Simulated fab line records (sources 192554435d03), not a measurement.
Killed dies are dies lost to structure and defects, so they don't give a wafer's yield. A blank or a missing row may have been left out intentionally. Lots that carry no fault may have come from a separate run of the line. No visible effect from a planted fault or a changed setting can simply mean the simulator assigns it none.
fab line records | flow n5Finfet | part 1 of 2: steps 1 to 4 of 6
record lots=22 wafers=66 lastDay=21
route steps=1938 shown BEOL_M8@1369 BEOL_M9@1401
lots that met no fault: from a run of the same line without faults
startH: start of the lot's first displayed wafer, in hours after the record's first day | waitH: time in hours since the lot's previous step | " repeats the value in the row above | L1.1+2: one row covering several wafers at once | - no value present, or no start provided | * or withheld: withheld | < > ~ a bound
route shown NAME@n: a module of which the file shows steps, and the number in the route of the first | usual: average and standard deviation across the fault-free wafers | same: alike in all rows | chamber/n: place in a boat | sites: per-site readings | _std_site: their standard deviation | _edge_site: inner sites' mean taken away from outer sites' mean | radiusMm: for every site, how far away it sits from the centre of the wafer | mask NAME#n: copy n | behind: the most recent tool/chamber to have shaped the wafer | hold: reason for holding the lot/hours on hold/outcome of the hold | device: which transistor (n, p or np) failed to switch | end of line: the route-end tests of the same wafers | where a step has no rows: the recipe by itself | killed: dies lost to structure and defects at the first sort, not the wafer's yield | map: per-die view of a wafer (x killed, . not killed, _ where there is no die)
set.NAME: the setting as run; set.NAME@STEP: as run at that earlier step | model.NAME: the simulator's own value behind a step, which no gauge read
steps of the route over a sample of lots; a table a step, a row a wafer
services: the hour from which a tool's chamber was out of use, counted from the record's first day as startH (under 0 if before that day), plus the number of hours and why
## steps
# step N5_BEOL_M8_ETCH_72
# recipe chemistry=N2/H2 target=underlayer targetDepthA=65 maskMaterial=CAR-EUV timeS=5.2 ionEnergyEv=200 pressureMtorr=30 sourceW=840 biasW=150 n2FlowSccm=200 h2FlowSccm=200 ends=cleared
# usual biasW=149.9/0.49 drypumpMotorCurrentA=5.7/0.53 etchRfOnTimeS=5.27/0.17 oesProductAu=0.68/0.073 rfVppV=523.6/2.3 showerheadPlenumPTorr=2.53/0.071 throttleValvePct=17.62/0.27
# columns lot.wafer tool chamber startH waitH biasW drypumpMotorCurrentA etchRfOnTimeS oesProductAu rfHoursCounterH rfVppV showerheadPlenumPTorr throttleValvePct
L076.1 rieDiel-05 0 283.24 0.0 149.4 5.3 5.33 0.64 134 521.7 2.54 17.66
L076.4 " 1 " " 149.9 6.4 5.47 0.67 67 522.3 2.48 17.50
L076.6 " 3 " " 150.1 5.3 5.35 0.75 - 520.8 2.47 17.66
L077.3 rieDiel-05 3 291.40 0.0 149.9 5.2 5.35 0.74 53 523.0 2.47 17.66
L077.5 " 1 " " 149.3 6.5 5.53 0.67 - 521.7 2.48 17.53
L077.6 " 0 " " 149.6 5.3 5.39 0.65 - 524.7 2.54 17.67
L080.2 rieDiel-04 3 299.39 0.0 149.3 6.6 5.22 0.59 249 525.8 2.59 17.70
L080.3 " 2 " " 148.9 4.9 5.63 0.59 186 522.2 2.54 17.54
L080.5 " 3 " " 149.6 6.6 5.22 0.58 - 523.5 2.59 17.66
L081.1 rieDiel-04 3 303.00 0.0 150.1 6.5 5.20 0.59 250 526.1 2.59 17.66
L081.2 " 0 " " 149.6 5.8 5.17 0.81 10 523.7 2.47 17.20
L081.5 " 0 " " 149.5 5.7 5.04 0.82 - 521.1 2.47 17.21
L079.2 rieDiel-01 1 310.88 0.0 149.6 5.0 5.23 0.60 212 526.7 2.67 18.17
L079.3 " 3 " " 149.0 5.7 5.21 0.68 108 522.5 2.47 17.58
L079.4 " 2 " " 150.6 5.2 5.06 0.77 21 526.2 2.70 17.24
L078.2 rieDiel-01 2 314.49 0.0 150.6 5.2 5.09 0.77 23 528.7 2.70 17.28
L078.4 " 3 " " 150.5 5.6 5.24 0.67 110 521.4 2.47 17.58
L078.6 " 3 " " 149.7 5.6 5.23 0.67 - 517.2 2.47 17.60
L082.2 rieDiel-05 2 316.38 0.0 150.2 5.4 5.07 0.63 183 521.4 2.52 17.51
L082.5 " 1 " " 150.2 6.4 5.54 0.66 - 522.9 2.47 17.52
L082.6 " 0 " " 149.7 5.2 5.32 0.63 - 524.5 2.54 17.67
L083.2 rieDiel-05 3 322.06 0.0 150.7 5.3 5.33 0.73 63 520.3 2.47 17.68
L083.3 " 2 " " 149.6 5.4 5.11 0.63 185 523.7 2.52 17.51
L083.4 " 1 " " 150.1 6.4 5.50 0.68 81 521.9 2.47 17.55
L085.1 rieDiel-01 2 330.89 0.0 150.3 5.2 5.13 0.75 27 527.1 2.70 17.25
L085.2 " 0 " " 149.9 5.5 5.35 0.58 244 524.7 2.51 17.99
L085.3 " 1 " " 150.0 5.1 5.29 0.61 217 527.5 2.67 18.18
L086.3 rieDiel-04 1 335.54 0.0 149.5 6.3 5.23 0.68 91 527.0 2.58 18.07
L086.4 " 2 " " 149.6 4.9 5.60 0.58 202 524.7 2.53 17.58
L086.5 " 2 " " 149.7 4.9 5.59 0.59 - 521.4 2.53 17.58
L084.2 rieDiel-04 2 345.68 0.0 149.5 4.9 5.59 0.59 205 522.5 2.53 17.59
L084.4 " 0 " " 149.8 5.8 5.14 0.77 28 524.6 2.46 17.23
L084.5 " 0 " " 149.3 5.8 5.14 0.77 - 521.9 2.46 17.24
L088.3 rieDiel-04 0 352.28 0.0 150.2 5.7 5.12 0.76 31 522.7 2.46 17.25
L088.5 " 0 " " 151.1 5.7 5.18 0.76 - 522.7 2.46 17.25
L088.6 " 3 " " 150.1 6.6 5.05 0.80 - 524.0 2.59 17.35
L089.2 rieDiel-04 3 352.79 0.0 149.8 6.6 5.04 0.80 11 525.1 2.59 17.38
L089.4 " 0 " " 150.1 5.8 5.09 0.77 32 521.7 2.46 17.25
L089.6 " 0 " " 150.2 5.7 5.07 0.77 - 525.6 2.46 17.26
L087.2 rieDiel-01 3 356.51 0.0 149.8 5.6 5.22 0.67 124 521.2 2.47 17.61
L087.3 " 2 " " 148.9 5.3 5.04 0.75 38 527.6 2.69 17.29
L087.5 " 3 " " 150.7 5.6 5.22 0.66 - 522.3 2.47 17.61
L091.1 rieDiel-05 0 358.60 0.0 150.5 5.2 5.42 0.61 159 523.3 2.53 17.70
L091.2 " 1 " " 149.9 6.4 5.45 0.66 93 520.6 2.47 17.56
L091.4 " 2 " " 150.5 5.4 5.09 0.62 197 524.3 2.51 17.56
L090.2 rieDiel-05 1 380.71 0.0 149.2 6.4 5.45 0.65 100 522.2 2.46 17.54
L090.4 " 0 " " 150.1 5.2 5.31 0.62 166 521.5 2.53 17.70
L090.5 " 0 " " 150.4 5.2 5.31 0.63 - 523.3 2.53 17.72
L093.1 rieDiel-01 1 389.93 0.0 149.3 5.1 5.20 0.59 241 524.2 2.66 18.23
L093.5 " 1 " " 150.2 5.1 5.25 0.58 - 526.0 2.66 18.23
L093.6 " 0 " " 150.4 5.5 5.21 0.82 - 522.6 2.50 17.54
L094.2 rieDiel-04 1 390.20 0.0 150.3 6.4 5.25 0.66 111 525.7 2.58 18.09
L094.3 " 3 " " 150.0 6.5 5.11 0.76 25 526.9 2.58 17.39
L094.4 " 0 " " 149.7 5.7 5.20 0.74 46 520.2 2.45 17.25
L092.1 rieDiel-04 3 398.32 0.0 150.7 6.5 5.06 0.77 28 527.6 2.58 17.41
L092.4 " 2 " " 149.5 4.9 5.60 0.57 220 523.6 2.52 17.60
L092.6 " 3 " " 150.5 6.6 5.09 0.76 - 525.8 2.58 17.40
L097.1 rieDiel-01 3 407.65 0.0 151.1 5.6 5.20 0.66 144 523.2 2.46 17.63
L097.2 " 1 " " 149.6 5.0 5.41 0.58 248 524.4 2.65 18.23
L097.4 " 0 " " 150.6 5.5 5.32 0.80 15 523.7 2.50 17.52
L096.2 rieDiel-05 2 407.80 0.0 150.9 5.4 5.05 0.61 213 522.9 2.51 17.59
L096.3 " 3 " " 150.0 5.2 5.42 0.69 91 523.1 2.46 17.73
L096.4 " 1 " " 150.3 6.4 5.46 0.65 110 520.6 2.46 17.55
L095.2 rieDiel-01 3 438.62 0.0 149.7 5.6 5.19 0.65 158 522.6 2.45 17.67
L095.3 " 2 " " 150.4 5.2 5.02 0.71 72 529.5 2.68 17.35
L095.5 " 3 " " 149.9 5.6 5.23 0.64 - 522.1 2.45 17.66
# step N5_BEOL_M8_DEP_56
# recipe material=SiCN targetThkA=100 tempC=withheld precursor=3MS/NH3 pressureTorr=3 rfW=202 timeS=17.5
# usual showerheadPlenumPTorr=3.660/0.013 throttleValvePct=9.0/0.52
# columns lot.wafer tool chamber startH waitH showerheadPlenumPTorr throttleValvePct
L076.1 pecvd-03 2 287.55 0.0 3.646 8.1
L076.4 " 0 " " 3.658 9.0
L076.6 " 1 " " 3.671 9.8
L077.3 pecvd-01 1 294.04 0.0 3.672 9.3
L077.5 " 0 " " 3.636 9.7
L077.6 " 2 " " 3.638 8.8
L080.2 pecvd-02 0 303.47 0.0 3.643 9.1
L080.3 " 1 " " 3.672 9.4
L080.5 " 2 " " 3.670 8.3
L081.1 pecvd-02 1 306.30 0.0 3.668 9.0
L081.2 " 2 " " 3.654 8.4
L081.5 " 2 " " 3.662 8.2
L079.2 pecvd-02 2 315.76 0.0 3.657 8.3
L079.3 " 1 " " 3.680 9.3
L079.4 " 1 " " 3.676 9.3
L078.2 pecvd-01 0 317.88 0.0 3.643 9.3
L078.4 " 1 " " 3.685 9.5
L078.6 " 2 " " 3.638 8.1
L082.2 pecvd-01 0 319.38 0.0 3.648 9.6
L082.5 " 2 " " 3.642 8.8
L082.6 " 1 " " 3.682 9.3
L083.2 pecvd-01 0 324.76 0.0 3.635 9.6
L083.3 " 2 " " 3.637 8.5
L083.4 " 2 " " 3.648 8.9
L085.1 pecvd-03 2 333.48 0.0 3.645 8.4
L085.2 " 1 " " 3.672 9.6
L085.3 " 0 " " 3.664 9.1
L086.3 pecvd-02 2 341.60 0.0 3.657 8.3
L086.4 " 1 " " 3.674 9.3
L086.5 " 0 " " 3.653 8.9
L084.2 pecvd-02 0 348.34 0.0 3.656 9.0
L084.4 " 2 " " 3.661 8.2
L084.5 " 1 " " 3.672 9.2
L088.3 pecvd-03 1 355.10 0.0 3.663 9.6
L088.5 " 2 " " 3.649 8.1
L088.6 " 0 " " 3.658 9.3
L089.2 pecvd-03 1 357.44 0.0 3.666 9.1
L089.4 " 0 " " 3.677 9.2
L089.6 " 2 " " 3.645 8.1
L087.2 pecvd-03 0 359.96 0.0 3.671 8.7
L087.3 " 1 " " 3.673 9.6
L087.5 " 0 " " 3.662 8.9
L091.1 pecvd-01 0 364.39 0.0 3.641 9.6
L091.2 " 1 " " 3.678 9.2
L091.4 " 0 " " 3.643 9.8
L090.2 pecvd-02 1 386.39 0.0 3.684 9.1
L090.4 " 0 " " 3.659 9.0
L090.5 " 0 " " 3.664 8.6
L093.1 pecvd-02 0 392.66 0.0 3.649 8.9
L093.5 " 0 " " 3.658 8.9
L093.6 " 2 " " 3.665 8.1
L094.2 pecvd-01 2 393.26 0.0 3.642 8.7
L094.3 " 1 " " 3.684 9.3
L094.4 " 2 " " 3.636 8.6
L092.1 pecvd-03 0 400.68 0.0 3.667 9.1
L092.4 " 2 " " 3.653 8.2
L092.6 " 1 " " 3.664 9.6
L096.2 pecvd-03 1 411.02 0.0 3.674 9.6
L096.3 " 0 " " 3.667 8.9
L096.4 " 1 " " 3.674 9.7
L097.1 pecvd-02 1 411.22 0.0 3.664 9.2
L097.2 " 2 " " 3.647 8.0
L097.4 " 2 " " 3.662 8.3
L095.2 pecvd-01 2 441.15 0.0 3.643 8.8
L095.3 " 0 " " 3.637 9.6
L095.5 " 2 " " 3.646 8.6
# step N5_BEOL_M9_ILD_DEP_00
# recipe material=SiCOH_lowk targetThkA=3085.1 tempC=300 precursor=DEMS/porogen pressureTorr=5 rfW=500 timeS=58
# usual heaterPowerW=319/45 showerheadPlenumPTorr=5.737/0.014 throttleValvePct=13.8/0.97
# columns lot.wafer tool chamber startH waitH heaterPowerW showerheadPlenumPTorr throttleValvePct
L076.1 pecvd-04 0 287.69 0.0 406 5.727 13.4
L076.4 " 0 " " 316 5.726 13.5
L076.6 " 1 " " 318 5.742 15.5
L077.3 pecvd-04 0 294.17 0.0 402 5.722 13.8
L077.5 " 1 " " 330 5.766 15.4
L077.6 " 0 " " 414 5.739 13.5
L080.2 pecvd-04 1 303.60 0.0 282 5.768 15.4
L080.3 " 0 " " 387 5.740 13.3
L080.5 " 1 " " 290 5.749 15.4
L081.1 pecvd-03 1 306.43 0.0 293 5.734 14.6
L081.2 " 2 " " 362 5.717 12.7
L081.5 " 2 " " 371 5.729 12.5
L079.2 pecvd-03 2 315.89 0.0 325 5.715 12.4
L079.3 " 1 " " 302 5.732 14.6
L079.4 " 2 " " 339 5.716 12.5
L078.2 pecvd-03 2 318.01 0.0 318 5.722 12.5
L078.4 " 2 " " 327 5.732 12.3
L078.6 " 0 " " 333 5.738 14.0
L082.2 pecvd-03 1 319.51 0.0 308 5.743 14.9
L082.5 " 2 " " 364 5.719 12.2
L082.6 " 1 " " 297 5.739 14.3
L083.2 pecvd-02 0 324.89 0.0 313 5.731 13.9
L083.3 " 2 " " 213 5.735 12.3
L083.4 " 1 " " 325 5.755 14.1
L085.1 pecvd-02 2 333.62 0.0 198 5.727 12.5
L085.2 " 1 " " 334 5.750 14.2
L085.3 " 0 " " 272 5.733 13.8
L086.3 pecvd-04 1 341.73 0.0 279 5.744 15.5
L086.4 " 2 " " 307 5.734 13.0
L086.5 " 0 " " 392 5.739 13.6
L084.2 pecvd-04 0 348.47 0.0 380 5.720 13.5
L084.4 " 1 " " 330 5.746 15.5
L084.5 " 2 " " 257 5.740 13.1
L088.3 pecvd-04 0 355.23 0.0 357 5.722 13.5
L088.5 " 2 " " 254 5.728 13.4
L088.6 " 0 " " 365 5.721 13.7
L089.2 pecvd-03 2 357.58 0.0 373 5.730 12.5
L089.4 " 0 " " 313 5.725 14.0
L089.6 " 2 " " 295 5.730 12.6
L087.2 pecvd-02 1 360.11 0.0 377 5.741 14.2
L087.3 " 1 " " 300 5.752 14.0
L087.5 " 1 " " 314 5.753 14.1
L091.1 pecvd-03 1 364.52 0.0 305 5.741 14.6
L091.2 " 0 " " 356 5.737 14.0
L091.4 " 2 " " 381 5.720 12.3
L090.2 pecvd-04 0 386.54 0.0 412 5.732 13.1
L090.4 " 0 " " 401 5.723 13.5
L090.5 " 2 " " 273 5.743 13.0
L093.1 pecvd-03 2 392.79 0.0 339 5.723 12.5
L093.5 " 2 " " 349 5.718 12.5
L093.6 " 1 " " 256 5.737 14.7
L094.2 pecvd-02 2 393.39 0.0 164 5.720 12.7
L094.3 " 1 " " 344 5.758 14.7
L094.4 " 0 " " 313 5.731 13.7
L092.1 pecvd-03 0 400.81 0.0 330 5.742 13.9
L092.4 " 2 " " 327 5.734 12.7
L092.6 " 0 " " 345 5.743 14.0
L096.2 pecvd-03 2 411.15 0.0 339 5.721 12.5
L096.3 " 1 " " 246 5.741 14.8
L096.4 " 1 " " 273 5.763 14.6
L097.1 pecvd-03 1 411.35 0.0 325 5.741 14.7
L097.2 " 2 " " 371 5.714 12.5
L097.4 " 1 " " 252 5.729 14.9
L095.2 pecvd-03 0 441.28 0.0 297 5.756 13.6
L095.3 " 1 " " 301 5.760 14.8
L095.5 " 0 " " 306 5.741 14.0
# step N5_BEOL_M9_HM_DEP_02
# recipe material=TiN targetThkA=200 tempC=25 chamberPressurePa=0.49996
# usual throttleValvePct=30.3/0.62
# columns lot.wafer tool chamber startH waitH throttleValvePct
L076.1 pvdSputter-02 - 288.72 0.4 30.0
L076.4 " - " " 30.0
L076.6 " - " " 30.7
L077.3 pvdSputter-03 - 296.21 1.4 31.7
L077.5 " - " " 30.1
L077.6 " - " " 29.4
L080.2 pvdSputter-02 - 305.32 1.0 30.2
L080.3 " - " " 30.7
L080.5 " - " " 30.9
L081.1 pvdSputter-01 - 308.12 0.8 29.8
L081.2 " - " " 31.1
L081.5 " - " " 29.9
L079.2 pvdSputter-02 - 317.24 0.7 31.1
L079.3 " - " " 29.8
L079.4 " - " " 30.5
L078.2 pvdSputter-03 - 322.09 3.4 31.9
L078.4 " - " " 29.3
L078.6 " - " " 30.1
L082.2 pvdSputter-02 - 322.72 2.6 29.7
L082.5 " - " " 30.9
L082.6 " - " " 30.0
L083.2 pvdSputter-01 - 326.28 0.7 30.4
L083.3 " - " " 30.6
L083.4 " - " " 30.7
L085.1 pvdSputter-02 - 335.56 1.3 29.7
L085.2 " - " " 30.1
L085.3 " - " " 30.8
L086.3 pvdSputter-03 - 343.04 0.7 30.8
L086.4 " - " " 29.2
L086.5 " - " " 31.0
L084.2 pvdSputter-03 - 350.16 0.6 29.1
L084.4 " - " " 29.8
L084.5 " - " " 31.9
L088.3 pvdSputter-03 - 357.20 0.8 30.7
L088.5 " - " " 30.5
L088.6 " - " " 30.1
L089.2 pvdSputter-02 - 358.51 0.3 29.9
L089.4 " - " " 30.0
L089.6 " - " " 30.2
L087.2 pvdSputter-02 - 363.27 2.5 29.4
L087.3 " - " " 30.2
L087.5 " - " " 30.1
L091.1 pvdSputter-01 - 366.09 0.9 30.4
L091.2 " - " " 30.0
L091.4 " - " " 30.9
L090.2 pvdSputter-01 - 388.31 1.1 30.3
L090.4 " - " " 29.9
L090.5 " - " " 30.9
L093.1 pvdSputter-02 - 395.36 1.9 30.2
L093.5 " - " " 29.8
L093.6 " - " " 31.0
L094.2 pvdSputter-02 - 395.62 1.6 30.3
L094.3 " - " " 29.7
L094.4 " - " " 30.6
L092.1 pvdSputter-03 - 402.13 0.7 31.8
L092.4 " - " " 30.9
L092.6 " - " " 32.0
L096.2 pvdSputter-02 - 413.29 1.5 30.2
L096.3 " - " " 29.8
L096.4 " - " " 30.8
L097.1 pvdSputter-02 - 413.39 1.4 30.0
L097.2 " - " " 30.2
L097.4 " - " " 29.8
L095.2 pvdSputter-02 - 443.91 2.0 29.9
L095.3 " - " " 30.9
L095.5 " - " " 30.3
